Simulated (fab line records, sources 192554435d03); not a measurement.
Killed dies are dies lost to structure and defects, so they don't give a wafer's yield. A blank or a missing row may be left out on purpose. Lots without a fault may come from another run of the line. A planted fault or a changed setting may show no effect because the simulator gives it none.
Chamber matching | flow n5_finfet | N5_BEOL_M5_STRIP_36 on rie_diel-03: 4 sister chambers
The step strips in N2/H2. 16 wafers are shown with their chamber, then 7 later ones without.

WAFERS WITH THEIR CHAMBER
wafer  | chamber | drypump_motor_current_A (A) | showerhead_plenum_p_Torr (Torr) | throttle_valve_pct (%)
L917.2 | 1       | 4.8                         | 2.61                            | 23.37
L917.3 | 3       | 6.6                         | 2.57                            | 23.59
L917.4 | 2       | 5.8                         | 2.60                            | 23.52
L919.3 | 1       | 4.8                         | 2.61                            | 23.34
L919.4 | 3       | 6.6                         | 2.57                            | 23.57
L919.6 | 2       | 5.8                         | 2.60                            | 23.52
L918.1 | 2       | 5.7                         | 2.60                            | 23.53
L918.5 | 0       | 5.4                         | 2.47                            | 23.77
L922.2 | 3       | 6.7                         | 2.56                            | 23.63
L922.4 | 3       | 6.6                         | 2.56                            | 23.63
L922.6 | 3       | 6.6                         | 2.56                            | 23.61
L924.1 | 2       | 5.7                         | 2.60                            | 23.51
L924.2 | 0       | 5.3                         | 2.46                            | 23.77
L924.5 | 1       | 4.8                         | 2.60                            | 23.36
L928.1 | 2       | 5.8                         | 2.60                            | 23.53
L928.4 | 3       | 6.6                         | 2.56                            | 23.63

SIGNATURES (means of the wafers above)
reading                  | chamber 0 | chamber 1 | chamber 2 | chamber 3 | scatter within a chamber
drypump_motor_current_A  | 5.350     | 4.800     | 5.760     | 6.617     | 0.0459
showerhead_plenum_p_Torr | 2.4650    | 2.6067    | 2.6000    | 2.5633    | 0.00456
throttle_valve_pct       | 23.7700   | 23.3567   | 23.5220   | 23.6100   | 0.0181
Rule: a wafer's distance from a chamber is the root of the sum, over the readings, of the square of ((its reading less the chamber's mean) divided by the reading's scatter). The wafer belongs to the nearest chamber; if the next one is less than 2 further off, it can't be placed. The scatter: the root of (the sum of the squares of (reading less its chamber's mean) over the shown wafers, divided by (wafers less chambers)).

WAFERS WITHOUT THEIR CHAMBER
wafer  | drypump_motor_current_A (A) | showerhead_plenum_p_Torr (Torr) | throttle_valve_pct (%)
L928.5 | 4.8                         | 2.60                            | 23.37
L929.5 | 5.7                         | 2.59                            | 23.55
L929.6 | 6.6                         | 2.55                            | 23.62
L938.1 | 5.3                         | 2.45                            | 23.80
L938.4 | 4.8                         | 2.59                            | 23.39
L938.5 | 6.6                         | 2.55                            | 23.66
L937.3 | 5.3                         | 2.45                            | 23.80

WHICH CHAMBER EACH WENT THROUGH
wafer  | from the rows above | in truth
L928.5 | 1                   | 1
L929.5 | 2                   | 2
L929.6 | 3                   | 3
L938.1 | 0                   | 0
L938.4 | 1                   | 1
L938.5 | 3                   | 3
L937.3 | 0                   | 0
Placed correctly: 7 of 7. Can't be placed from these rows: 0. Placed wrongly: 0.
